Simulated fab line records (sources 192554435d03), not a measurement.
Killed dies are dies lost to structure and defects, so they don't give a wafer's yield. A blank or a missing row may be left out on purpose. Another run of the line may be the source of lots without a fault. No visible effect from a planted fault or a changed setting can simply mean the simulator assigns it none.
Lot-split experiment	flow n5_finfet	21 wafers read from 7 lots, route of 1938 steps

## ABOUT THE SPLIT
At N5_BEOL_M0_SAQP_PECVD_04 (deposits a-Si from SiH4/He, target thk 60 nm, time 60.2 s), the setting time_s was moved away from the recipe's 60.2 s on 7 of the 21 wafers read, by -13.2% to +14.2%. All remaining wafers had this setting at the recipe value.

## FROM THE SPLIT TO THE READING: what the file shows between them, 5 steps
- N5_BEOL_M0_SAQP_THK_MEAS_05
- N5_BEOL_M0_SAQP_HM_DEP_111: deposits SiO2 from SiH4/N2O, target thk 12 nm, time 7.2 s
- N5_BEOL_M0_SAQP_COAT_81: time 60 s, resist thk 100 nm
- N5_BEOL_M0_SAQP_HM_OPEN_112: chemistry CHF3/O2, target SiO2, stops on a-Si, target depth 12 nm, time 13.5 s
- N5_BEOL_M0_SAQP_STRIP_113: strips in CHF3/O2

## THE READING
oes_product_au, in a.u., at N5_BEOL_M0_SAQP_MANDREL_ETCH_20 (etches a-Si in HBr/Cl2, stops on SiNx, target depth 60 nm, bt time 10 s, time 30 s). On this fab line, fault-free wafers typically give 0.775 a.u. with a standard deviation of 0.013 a.u.

wafer	tool, chamber at the split	time_s as run, s	against the recipe	oes_product_au, a.u.	against lot-mates on the recipe
L076.1	pecvd-02, 0	60.2	recipe	0.775	-
L076.2	pecvd-02, 1	68.72	+14.2%	0.830	+0.055
L076.4	pecvd-02, 0	68.72	+14.2%	0.841	+0.066
L079.2	pecvd-01, 2	52.27	-13.2%	0.731	-0.065
L079.5	pecvd-01, 0	52.27	-13.2%	0.704	-0.092
L079.6	pecvd-01, 2	60.2	recipe	0.796	-
L080.1	pecvd-02, 2	60.2	recipe	0.763	-
L080.4	pecvd-02, 1	60.2	recipe	0.788	-
L080.6	pecvd-02, 2	66.65	+10.7%	0.818	+0.042
L092.4	pecvd-02, 2,1,0	60.2	recipe	0.795	-
L092.5	pecvd-02, 2,1,0	60.2	recipe	0.775	-
L092.6	pecvd-02, 2,1,0	60.2	recipe	0.781	-
L093.2	pecvd-03, 2	68.02	+13.0%	0.842	+0.078
L093.3	pecvd-03, 2,1	60.2	recipe	0.762	-
L093.4	pecvd-03, 2,1	60.2	recipe	0.765	-
L094.4	pecvd-03, 2	60.2	recipe	0.785	-
L094.5	pecvd-03, 1,2	60.2	recipe	0.786	-
L094.6	pecvd-03, 1,2	60.2	recipe	0.762	-
L096.1	pecvd-01, 1	53.65	-10.9%	0.721	-0.043
L096.2	pecvd-01, 0	60.2	recipe	0.758	-
L096.4	pecvd-01, 2	60.2	recipe	0.770	-
Rows listing several chambers each stand for several wafers; the file does not say which wafer went through which chamber.

THE FIT
A straight line over all 21 wafers: oes_product_au changes by +0.00447 a.u. for each +1% of time_s; r = +0.94; the points scatter about the line by 0.012 a.u.
The same after taking each lot's own level away (the mean of its wafers on the recipe; 21 wafers): +0.005 a.u. for each +1%; r = +0.96; scatter 0.011 a.u.
The reading moves by 0.071 a.u. for the largest change in time_s, on that fit.
Across the lots, their own levels run from 0.7635 to 0.7960 a.u., a range of 2.5 times the standard deviation given above.
In other words, the slope is changed by the lot-to-lot level; the two fits disagree.
Check: with one of the wafers moved furthest among these (+14.2%) left out of the fit, the line predicts +0.0729 a.u. for it against its lot-mates. It came out at +0.055 a.u. against them.

## THE OTHER SPLITS THESE WAFERS WENT THROUGH
Before the reading, these wafers also passed through other splits. Each is held against what the fit with the lots' levels taken away leaves over:
other split on the same wafers	wafers away from the commonest value	r with oes_product_au (lot level and that fit taken away)
N5_MOL_CONTACT_COAG_COAT_62 spin_rpm	6	-0.38
N5_BEOL_M0_SAQP_ILD_DEP_01 time_s	7	+0.27

## THE WHOLE CHAIN: every reading that the file lists as answering this split, in the file's order
step	what it does	reading	change (the file's fit)	r (the file's)
N5_BEOL_M0_SAQP_PECVD_04	deposits a-Si from SiH4/He, target thk 60 nm, time 60.2 s	a-Si_of_BEOL_M0_SAQP_PECVD_04.thk_nm (the simulator's own value, which no gauge read)	+0.648 nm for each +1% of the setting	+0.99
N5_BEOL_M0_SAQP_THK_MEAS_05		thk_nm	withheld for each +1% of the setting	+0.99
N5_BEOL_M0_SAQP_MANDREL_ETCH_20	etches a-Si in HBr/Cl2, stops on SiNx, target depth 60 nm, bt time 10 s, time 30 s	oes_product_au	+0.00494 a.u. for each +1% of the setting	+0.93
N5_BEOL_M0_SAQP_MANDREL_ETCH_20	etches a-Si in HBr/Cl2, stops on SiNx, target depth 60 nm, bt time 10 s, time 30 s	etch.depth_nm (the simulator's own value, which no gauge read)	+0.649 nm for each +1% of the setting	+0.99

## FILE'S OWN FIT
oes_product_au changes by +0.00494 a.u. for each +1% of time_s, r = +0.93.
